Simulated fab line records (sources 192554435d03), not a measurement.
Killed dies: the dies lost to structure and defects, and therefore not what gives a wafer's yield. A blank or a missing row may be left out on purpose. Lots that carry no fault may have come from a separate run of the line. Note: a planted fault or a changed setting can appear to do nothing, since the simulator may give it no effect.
Problem report, 8D (eight disciplines) form, completed by code :: flow n5 finfet :: the parts of the form that need people (team, actions taken, sign-off) are left out

== 1. WHAT IS WRONG ==
Mean of susceptor temp C at N5_SD_EPI_N_EPI_21: 676.9 C across 6 wafers in 2 lots; on wafers with no fault it is 680.0 C (standard deviation 0.31). Relative to the usual mean, that is a shift of -10 standard deviations.
The step: deposits Si:P, time 690 s.
Earliest sighting: wafer L261.3 on epi rpcvd-01 at day 6 08:04. The record has a number at this step for 12 wafers belonging to 4 lots. Rule for "out" (also "out of limits"): further than 4 standard deviations from the usual mean. The rest of the wafers with a number are treated as sound.

== 2. WHAT THIS IS AND IS NOT ==
question: which readings at this step
is: susceptor temp C, susceptor_temp_C_max
is not: -

question: which lots
is: L261, L263
is not: L250, L267

question: which wafers of those lots
is: all that have a number
is not: -

question: read on which tools
is: epi rpcvd-01
is not: epi rpcvd-02

question: when
is: from day 6 08:04
is not: up to then (3 sound wafers); but 3 sound wafers of L267 came after

== 3. THE SUSPECTS, EACH WITH WHAT RULES IT OUT ==
Counting: any tool at a process step up to the reading is kept as a suspect provided that every lot that is out went through it and no sound lot did after the first of them.
- epi rpcvd-01 at N5_SD_EPI_N_EPI_21 (deposits Si:P, time 690 s): kept. It processed each lot that is out, first L261 at day 6 08:04, and no sound lot thereafter; up to then, the last sound lot it processed was L250 at day 3 08:16. Out on those wafers are its own readings of susceptor temp C, susceptor_temp_C_max.
Left after counting: epi rpcvd-01 at N5_SD_EPI_N_EPI_21.

== 4. THE CAUSE (what the simulator had put in) ==
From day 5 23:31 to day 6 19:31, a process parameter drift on epi rpcvd-01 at N5_SD_EPI_N_EPI_21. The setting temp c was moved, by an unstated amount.
This tool alone remained once counting was done.

== 5. THE EFFECT CHAIN, in route order ==
Rows list readings where the struck wafers' mean (over those with a number) sits beyond 3 standard deviations from the usual. Only readings for which the record gives a usual standard deviation are gone through. hours: the time from each lot's start at the first step in this table that gives one to its start at this step, as a median over the lots. sigmas: the change in usual standard deviations.
hours: 0
step: N5_SD_EPI_N_EPI_21
reading: susceptor temp C
usual: 680.0 C
on struck wafers: 676.9
change: -3.1
sigmas: -10

hours: 0
step: N5_SD_EPI_N_EPI_21
reading: susceptor_temp_C_max
usual: 681.4
on struck wafers: 678.5
change: -2.9
sigmas: -7.4
Process steps it contains:
- N5_SD_EPI_N_EPI_21: deposits Si:P, time 690 s.
Later steps that measure or inspect, where all struck wafers having a row at the step show a number for every such reading and not one has moved that far: N5_SD_EPI_N_EPI_MEAS_23.

== 6. WHAT WOULD HAVE CAUGHT IT SOONER ==
In this record the first reading out of limits was taken at day 6 08:04, 9 hours after the fault began at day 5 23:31.
